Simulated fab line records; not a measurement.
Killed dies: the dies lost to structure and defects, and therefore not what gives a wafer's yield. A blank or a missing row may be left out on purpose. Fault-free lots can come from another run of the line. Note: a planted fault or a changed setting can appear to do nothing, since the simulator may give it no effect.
Comparing a struck lot with a sound one ; flow nand harc ; 15 out of 1302 route steps
Sound: these wafers, L772.1, L772.2, L772.6. Struck: wafers L758.1, L758.2, L758.6. Last of all comes the cause.
Per side, at each step with rows, come the tool, then ch with its chambers, and then its first start. Under that, the readings that differ: sound wafers ; struck wafers ; difference of the means ; sigmas: that difference in standard deviations of wafers without a fault.
alike: readings whose means differ by less than 2 such deviations, and words and numbers that are the same on both sides. not compared: withheld readings, readings that some wafer has no value for, bounds like >300 that may hide the same value, and numbers for which the record gives no deviation and whose values overlap.
Wherever a step has rows on one side only, a row that says differs or no value, or a row with sigmas, the two part there. When numbers do not overlap yet have no deviation, they are printed without sigmas and do not part them. Lack of a reading on every wafer of one side parts them only where that side has two or more wafers.

NHARC_A_CHANNEL_HOLE_D2_ETCH_26: etches the open film in C4F8/O2/Ar, time 224.1 s, target depth 300 nm.
  sound on har etch-02 ch 0,1, day 22 22:56; struck on har etch-01 ch 0,1, day 17 13:46
  alike: drypump motor current A, showerhead plenum p Torr, throttle valve pct
  not compared: rf hours counter h
NHARC_A_CHANNEL_HOLE_D2_ETCH_27: etches the open film in C4F8/O2/Ar, time 90 s, target depth 400 nm.
  sound on har etch-02 ch 0,1, day 22 23:08; struck on har etch-01 ch 0,1, day 17 13:58
  alike: drypump motor current A, showerhead plenum p Torr, throttle valve pct
  not compared: rf hours counter h
then, 3 steps without rows for these wafers: NHARC_A_CHANNEL_HOLE_D2_STRIP_41 (strips in N2/H2); NHARC_A_CHANNEL_HOLE_D2_STRIP_42 (strips in CF4/CHF3); NHARC_A_CHANNEL_HOLE_D2_STRIP_43 (strips in O2/COS).
NHARC_A_CHANNEL_HOLE_D2_ETCH_44: etches the open film in CF4/O2, target depth 140 nm, overetch 14 nm, time 77 s.
  sound on rie diel-09 ch 0,3, day 22 23:52; struck on rie diel-06 ch 0,1, day 17 14:43
  alike: bias w, drypump motor current A, oes product au, rf vpp V, showerhead plenum p Torr, throttle valve pct
  not compared: rf hours counter h
NHARC_A_CHANNEL_HOLE_D2_STRIP_28: strips in O2.
  sound: rie diel-09 ch 0,1,2; struck: rie diel-06 ch 0,2,3
  alike: drypump motor current A, oes product au, rf vpp V, showerhead plenum p Torr, throttle valve pct
  not compared: rf hours counter h
then, 2 steps without rows for these wafers: NHARC_A_CHANNEL_HOLE_D2_PRECLEAN_29 (cleans in SC1); NHARC_A_CHANNEL_HOLE_D2_SRD_30.
NHARC_A_CHANNEL_HOLE_D2_CD_MEAS_31:
  sound on cd sem-03, day 23 00:41; struck on cd sem-02, day 17 15:31
  alike: cd nm
NHARC_A_CHANNEL_HOLE_D2_XSEM_32:
  sound on xsem-01 ch 0, day 23 00:46; struck on xsem-02 ch 0, day 17 15:36
reading;sound;struck;difference;sigmas
tilt deg (degrees);0.04 0.04 0.04;0.11 0.11 0.11;+0.07;+2
  alike: bot cd nm, bow nm
NHARC_A_CHANNEL_HOLE_D2_INSPECT_40:
  sound on defect inspect-02, day 23 00:52; struck on defect inspect-02, day 17 15:42
  alike: raw defect count
NHARC_A_CHANNEL_FILL_D2_PRECLEAN_00: cleans in SC1.
  sound on wet bench-01 ch 0,2,4, day 23 00:55; struck on wet bench-01 ch 0,6,7, day 17 15:46
  no value came back on the struck wafers for bath age min, bath guard temp C (C), nh4oh flow mL min; on the sound wafers bath age min reads 0 0 0
then, 1 step without rows for these wafers: NHARC_A_CHANNEL_FILL_D2_SRD_01.
-- jump in the record: it breaks off in module A_CHANNEL_FILL_D2 and resumes in module END (first step shown: number 1302 of the route), and 11 days separate the struck wafers' starts before and after --
NHARC_END_SORT_01:
  sound on prober-01 ch 0, day 34 11:09; struck on prober-01 ch 0, day 28 09:58
reading;sound;struck;difference;sigmas
killed at other;0 0 0;2 3 0;+2;+2
  alike: killed at array, killed at periphery, killed dies, killed open, killed short

WHERE THEY PART
Last at NHARC_END_SORT_01 as far as this record goes, first at NHARC_A_CHANNEL_HOLE_D2_XSEM_32.

WHY: whatever the simulator had introduced
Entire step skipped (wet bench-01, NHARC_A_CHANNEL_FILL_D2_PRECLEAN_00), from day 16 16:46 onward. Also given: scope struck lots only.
